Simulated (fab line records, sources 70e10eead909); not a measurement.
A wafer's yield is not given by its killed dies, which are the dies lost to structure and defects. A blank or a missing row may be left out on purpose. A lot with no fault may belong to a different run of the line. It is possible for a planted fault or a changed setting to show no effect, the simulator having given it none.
Chamber matching / flow nand_harc / ald_hk-04 running NHARC_A_WL_FILL_ALD_00: 4 sister chambers
The step deposits Al2O3, target thk 3 nm, pulse time 3 s, ald cycles 30. 8 wafers are shown with their chamber, then 12 later ones without.

## EACH WAFER AND ITS CHAMBER
wafer=L085.1; chamber=2; heater_power_w (W)=433; precursor_pulse_height_rel=0.999
wafer=L085.5; chamber=2; heater_power_w (W)=431; precursor_pulse_height_rel=1.000
wafer=L088.1; chamber=3; heater_power_w (W)=442; precursor_pulse_height_rel=0.986
wafer=L088.3; chamber=0; heater_power_w (W)=504; precursor_pulse_height_rel=0.985
wafer=L088.4; chamber=1; heater_power_w (W)=440; precursor_pulse_height_rel=0.993
wafer=L089.1; chamber=0; heater_power_w (W)=503; precursor_pulse_height_rel=1.041
wafer=L089.2; chamber=1; heater_power_w (W)=442; precursor_pulse_height_rel=0.989
wafer=L089.6; chamber=3; heater_power_w (W)=466; precursor_pulse_height_rel=0.993

## WAFERS WITH NO CHAMBER GIVEN
wafer=L091.1; heater_power_w (W)=464; precursor_pulse_height_rel=0.965
wafer=L091.3; heater_power_w (W)=403; precursor_pulse_height_rel=1.015
wafer=L091.4; heater_power_w (W)=508; precursor_pulse_height_rel=0.977
wafer=L090.2; heater_power_w (W)=447; precursor_pulse_height_rel=0.989
wafer=L090.4; heater_power_w (W)=428; precursor_pulse_height_rel=1.020
wafer=L090.5; heater_power_w (W)=413; precursor_pulse_height_rel=1.008
wafer=L093.2; heater_power_w (W)=433; precursor_pulse_height_rel=0.995
wafer=L093.4; heater_power_w (W)=454; precursor_pulse_height_rel=1.046
wafer=L093.6; heater_power_w (W)=464; precursor_pulse_height_rel=0.987
wafer=L092.1; heater_power_w (W)=505; precursor_pulse_height_rel=0.982
wafer=L092.4; heater_power_w (W)=461; precursor_pulse_height_rel=0.994
wafer=L092.6; heater_power_w (W)=453; precursor_pulse_height_rel=0.969

## EACH ONE'S CHAMBER
wafer=L091.1; from the rows above=can't be placed: 3 or 1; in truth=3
wafer=L091.3; from the rows above=can't be placed: 2 or 1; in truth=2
wafer=L091.4; from the rows above=0; in truth=0
wafer=L090.2; from the rows above=can't be placed: 1 or 3 or 2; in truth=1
wafer=L090.4; from the rows above=can't be placed: 2 or 1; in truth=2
wafer=L090.5; from the rows above=can't be placed: 2 or 1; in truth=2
wafer=L093.2; from the rows above=can't be placed: 2 or 1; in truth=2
wafer=L093.4; from the rows above=can't be placed: 3 or 1 or 2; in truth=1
wafer=L093.6; from the rows above=can't be placed: 3 or 1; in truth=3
wafer=L092.1; from the rows above=0; in truth=0
wafer=L092.4; from the rows above=can't be placed: 3 or 1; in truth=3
wafer=L092.6; from the rows above=can't be placed: 3 or 1 or 2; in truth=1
Correctly placed: 2 of 12. Cannot be placed on the basis of these rows: 10; the candidates contain the true chamber in 10. 0 placed wrongly.
How it was worked out, from the rows above alone: a wafer's distance from a chamber is the root of the sum, over the readings, of the square of ((its reading less the chamber's mean) divided by the reading's scatter). If the next closest chamber is less than 2 further off than the closest, the wafer can't be placed; otherwise it belongs to the closest. For every chamber, the mean is computed from those of its wafers that are shown. How the scatter is found: for the shown wafers, subtract from each reading the mean of its chamber, square and add these, divide the total by (wafers less chambers), then take the root.
